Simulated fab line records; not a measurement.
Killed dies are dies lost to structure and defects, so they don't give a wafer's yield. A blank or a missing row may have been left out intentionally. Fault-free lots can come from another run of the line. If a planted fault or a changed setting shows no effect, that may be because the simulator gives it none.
Struck lot and sound lot, side by side    flow n5_finfet    39 out of 1938 route steps
Sound: the wafers L658.2, L658.3, L658.6. Struck: wafers L647.1, L647.3, L647.6. Last of all comes the cause.
Each step with rows lists, per side, the tool, then ch with its chambers, then its first start. Under that, the readings that differ: sound wafers    struck wafers    difference of the means    sigmas: that difference in standard deviations of wafers without a fault.
alike: readings whose means differ by less than 2 such deviations, and words and numbers that are the same on both sides. not compared: withheld readings, readings that some wafer has no value for, bounds like >300 that may hide the same value, and numbers for which the record gives no deviation and whose values overlap.
The two part at a step that has a row with sigmas, a row that says differs or no value, or rows on one side only. Numbers that don't overlap but have no deviation are shown without sigmas and don't part them. Lack of a reading on every wafer of one side parts them only where that side has two or more wafers.

first, 10 steps without rows for these wafers: N5_STI_FIN_REVEAL_PRECLEAN_18 (cleans in SC2, time 45 s); N5_STI_FIN_REVEAL_SRD_28 (time 30 s); N5_DUMMY_GATE_PRECLEAN_00 (cleans in O3/DIW, time 60 s); N5_DUMMY_GATE_SRD_01 (time 30 s); N5_DUMMY_GATE_ALD_02 (deposits SiO2, target thk 2 nm, pulse time 1 s); N5_DUMMY_GATE_CVD_03 (deposits a-Si from SiH4, target thk 150 nm, time 8042 s); N5_DUMMY_GATE_PRECLEAN_46 (cleans in DIW, time 89.5 s); N5_DUMMY_GATE_SRD_47 (dry time 32 s); N5_DUMMY_GATE_CMP_04 (polishes a-Si); N5_DUMMY_GATE_HM_DEP_06 (deposits SiNx from DCS/NH3, target thk 80 nm, time 5141 s).
N5_DUMMY_GATE_PECVD_30: deposits SiO2 from TEOS/O2, target thk 55 nm, time 10.8 s.
  sound on pecvd-03 ch 0,2, day 7 12:39; struck on pecvd-04 ch 0,1,2, day 4 15:58
reading                       sound              struck  difference                     sigmas
chamber_pressure_Torr (Torr)  6.515 6.515 6.486  - - -   no value on the struck wafers  
  not compared: since_wet_clean_h
then, 23 steps without rows for these wafers: N5_DUMMY_GATE_COAT_34 (time 60 s, resist thk 60 nm); N5_DUMMY_GATE_COAT_35 (time 60 s, resist thk 10 nm); N5_DUMMY_GATE_COAT_28 (time 60 s, resist thk 10 nm); N5_DUMMY_GATE_COAT_09 (resist thk 30 nm); N5_DUMMY_GATE_EBR_11; N5_DUMMY_GATE_SOFTBAKE_10 (time 60 s); N5_DUMMY_GATE_EXPOSE_12 (exposes mask GATE, target cd 25 nm); N5_DUMMY_GATE_PEB_13 (peb time 60 s); N5_DUMMY_GATE_DEVELOP_14 (develop time 30 s); N5_DUMMY_GATE_DESCUM_20 (chemistry O2, time 6.2 s); N5_DUMMY_GATE_ETCH_29 (etches underlayer in N2/H2, target depth 13 nm); N5_DUMMY_GATE_ETCH_36 (etches SiARC in CF4, target depth 13 nm); N5_DUMMY_GATE_ETCH_37 (etches SOC in N2/H2, target depth 60 nm, overetch 30 nm); N5_DUMMY_GATE_STRIP_38 (strips in N2/H2); N5_DUMMY_GATE_STRIP_39 (strips in N2/H2); N5_DUMMY_GATE_TRIM_49 (chemistry O2, time 29 s, target cd 14 nm); N5_DUMMY_GATE_STRIP_40 (strips in CF4); N5_DUMMY_GATE_ETCH_31 (etches SiO2 in C4F6/O2, target depth 82.5 nm, time 27.5 s); N5_DUMMY_GATE_STRIP_41 (strips in O2); N5_DUMMY_GATE_HM_OPEN_21 (chemistry CH3F/O2, target SiNx, target depth 120 nm, time 171.4 s); N5_DUMMY_GATE_ETCH_32 (etches SiO2 in CF4, target depth 3.5 nm, time 3.9 s); N5_DUMMY_GATE_ETCH_23 (etches poly-Si in HBr/Cl2/O2, target depth 41 nm, time 22.3 s); N5_DUMMY_GATE_ETCH_44 (etches poly-Si in HBr/O2, stops on SiO2, target depth 127.5 nm).
N5_DUMMY_GATE_CD_MEAS_24: target cd 15 nm.
  sound on cd_sem-02 at day 7 13:58; struck on cd_sem-03 at day 4 17:17
reading     sound           struck  difference                     sigmas
cd_nm (nm)  15.1 15.5 15.7  - - -   no value on the struck wafers  
then, 1 step without rows for these wafers: N5_DUMMY_GATE_ETCH_42 (etches SiO2 in CHF3/O2, target depth 3.5 nm, time 31 s).
N5_DUMMY_GATE_INSPECT_27: inspects for defects (brightfield).
  sound on defect_inspect-01 at day 7 14:20; struck on defect_inspect-02 at day 4 17:36
reading           sound        struck          difference  sigmas
raw_defect_count  294 307 242  2560 2664 2581  +2321       +35
N5_BEOL_M4_RC_MEAS_101:
  the record has rows for the sound wafers here (prober-01 ch 0, day 12 17:07) and none for the struck ones
-- a jump in the record: the struck wafers' starts before and after are 10 days apart (it breaks off in module BEOL_M4 and resumes in module PASSIVATION, where the first step shown is number 1936 of the route) --
N5_PASSIVATION_PROBE_49:
  sound on prober-02 at day 17 10:13; struck on prober-02 at day 14 20:57
reading                   sound           struck          difference  sigmas
defect_limited_yield (%)  90.1 91.4 91.1  0 0 0           -91         -61
killed_at_M0_to_M3        42 25 47        15 9 11         -26         -2
killed_at_M4_up           14 21 21        3 0 2           -17         -3
killed_at_front_end       52 35 25        1157 1169 1166  +1127       +94
killed_dies               117 101 105     1180 1180 1180  +1072       +60
killed_on_rim             15 14 11        152 152 152     +139        +36
killed_open               69 58 73        14 11 12        -54         -4
killed_short              48 43 29        19 7 9          -28         -3
sort_bin_5_function (%)   6.4 5.5 5.3     74.4 74.2 72.0  +67.8       +71
sort_n_pass               1063 1079 1075  0 0 0           -1072       -60
sort_yield_pct (%)        90.1 91.4 91.1  0 0 0           -91         -61
  alike: killed_at_contacts, killed_at_other, sort_bin_6_memory

== WHERE THEY PART ==
Last at N5_PASSIVATION_PROBE_49 as far as this record goes, first at N5_DUMMY_GATE_PECVD_30.

WHY: what the simulator had put in
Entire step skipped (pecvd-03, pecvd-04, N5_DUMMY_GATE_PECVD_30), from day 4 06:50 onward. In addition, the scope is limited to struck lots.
